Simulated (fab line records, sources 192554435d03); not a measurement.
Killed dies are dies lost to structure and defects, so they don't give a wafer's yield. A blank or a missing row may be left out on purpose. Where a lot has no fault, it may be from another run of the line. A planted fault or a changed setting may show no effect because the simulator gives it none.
Split-lot trial | flow n5_finfet | route with 1938 steps; 7 lots, 21 wafers read

== SPLIT DETAILS ==
At N5_BEOL_M4_DEP_57 (deposits SiCN from 3MS/NH3, target thk 8 nm, time 14 s), the setting time_s was moved away from the recipe's 14 s on 7 of the 21 wafers read, by -8.6% to +12.6%. All remaining wafers had this setting at the recipe value.

The split's own step is where the reading is taken.

== THE READING ==
SiCN_of_BEOL_M4_DEP_57.thk_nm (the simulator's own value, which no gauge read), in nm, at N5_BEOL_M4_DEP_57 (deposits SiCN from 3MS/NH3, target thk 8 nm, time 14 s). The file gives no usual value for it. Across the 14 wafers here that went through the recipe, the average is 8.0 nm and the standard deviation 0.11 nm.

wafer  | tool, chamber at the split | time_s as run, s | against the recipe | SiCN_of_BEOL_M4_DEP_57.thk_nm, nm | against lot-mates on the recipe
L074.1 | pecvd-02, 2                | 14               | recipe             | 8                                 | -
L074.2 | pecvd-02, 0,1              | 14               | recipe             | 7.8                               | -
L074.3 | pecvd-02, 0,1              | 14               | recipe             | 7.8                               | -
L076.1 | pecvd-01, 0,2,2            | 14               | recipe             | 8                                 | -
L076.2 | pecvd-01, 0,2,2            | 14               | recipe             | 8                                 | -
L076.4 | pecvd-01, 0,2,2            | 14               | recipe             | 8                                 | -
L078.2 | pecvd-02, 0                | 15.76            | +12.6%             | 8.8                               | +0.8
L078.3 | pecvd-02, 2                | 14               | recipe             | 8                                 | -
L078.6 | pecvd-02, 2                | 14               | recipe             | 8                                 | -
L082.1 | pecvd-03, 2                | 13.37            | -4.5%              | 7.6                               | -0.4
L082.3 | pecvd-03, 0                | 13.37            | -4.5%              | 7.4                               | -0.6
L082.4 | pecvd-03, 2                | 14               | recipe             | 8                                 | -
L084.2 | pecvd-01, 1                | 15.73            | +12.4%             | 9.2                               | +1.1
L084.3 | pecvd-01, 0                | 14               | recipe             | 8                                 | -
L084.5 | pecvd-01, 1                | 14               | recipe             | 8.2                               | -
L087.3 | pecvd-02, 2,0              | 15.73            | +12.4%             | 9                                 | +0.8
L087.4 | pecvd-02, 2,0              | 15.73            | +12.4%             | 9                                 | +0.8
L087.5 | pecvd-02, 1                | 14               | recipe             | 8.2                               | -
L095.2 | pecvd-03, 1                | 12.8             | -8.6%              | 7.2                               | -0.8
L095.4 | pecvd-03, 2,0              | 14               | recipe             | 8                                 | -
L095.5 | pecvd-03, 2,0              | 14               | recipe             | 8                                 | -
The file does not say which wafer passed through which chamber wherever a row lists several chambers: such a row stands for several wafers.

THE FIT
A straight line over all 21 wafers: SiCN_of_BEOL_M4_DEP_57.thk_nm changes by +0.0846 nm for each +1% of time_s; r = +0.97; the points scatter about the line by 0.13 nm.
The same after taking each lot's own level away (the mean of its wafers on the recipe; 21 wafers): +0.0766 nm for each +1%; r = +0.98; scatter 0.1 nm.
On that fit, the largest move of time_s shifts the reading by 0.96 nm.
Across the lots, their own levels run from 7.87 to 8.20 nm, a range of 3.1 times the standard deviation given above.
So the slope is not independent of the lot-to-lot level: the two fits are not the same.
Check: for one of the wafers moved furthest among these (+12.6%), held out of the fit, the line's prediction against its lot-mates is +0.964 nm. It came out at +0.8 nm against them.

== FURTHER SPLITS ON THESE WAFERS ==
Note: prior to the reading, these wafers also went through further splits. Each is held against what the fit with the lots' levels taken away leaves over:
other split on the same wafers | wafers away from the commonest value | r with SiCN_of_BEOL_M4_DEP_57.thk_nm (lot level and that fit taken away)
N5_BEOL_M1_ETCH_64 bias_w      | 3                                    | +0.45
N5_BEOL_M2_COAT_62 spin_rpm    | 10                                   | +0.45
N5_BEOL_M2_DESCUM_16 time_s    | 5                                    | +0.31
N5_BEOL_M2_DEP_57 time_s       | 9                                    | -0.21
N5_BEOL_M3_ILD_DEP_00 time_s   | 3                                    | +0.14
N5_BEOL_M3_ETCH_70 source_w    | 7                                    | -0.52
N5_BEOL_M4_COAT_67 spin_rpm    | 3                                    | +0.24
N5_BEOL_M4_COAT_22 spin_rpm    | 10                                   | -0.02

== THE FILE'S OWN FIT ==
SiCN_of_BEOL_M4_DEP_57.thk_nm changes by +0.0765 nm for each +1% of time_s, r = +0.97.
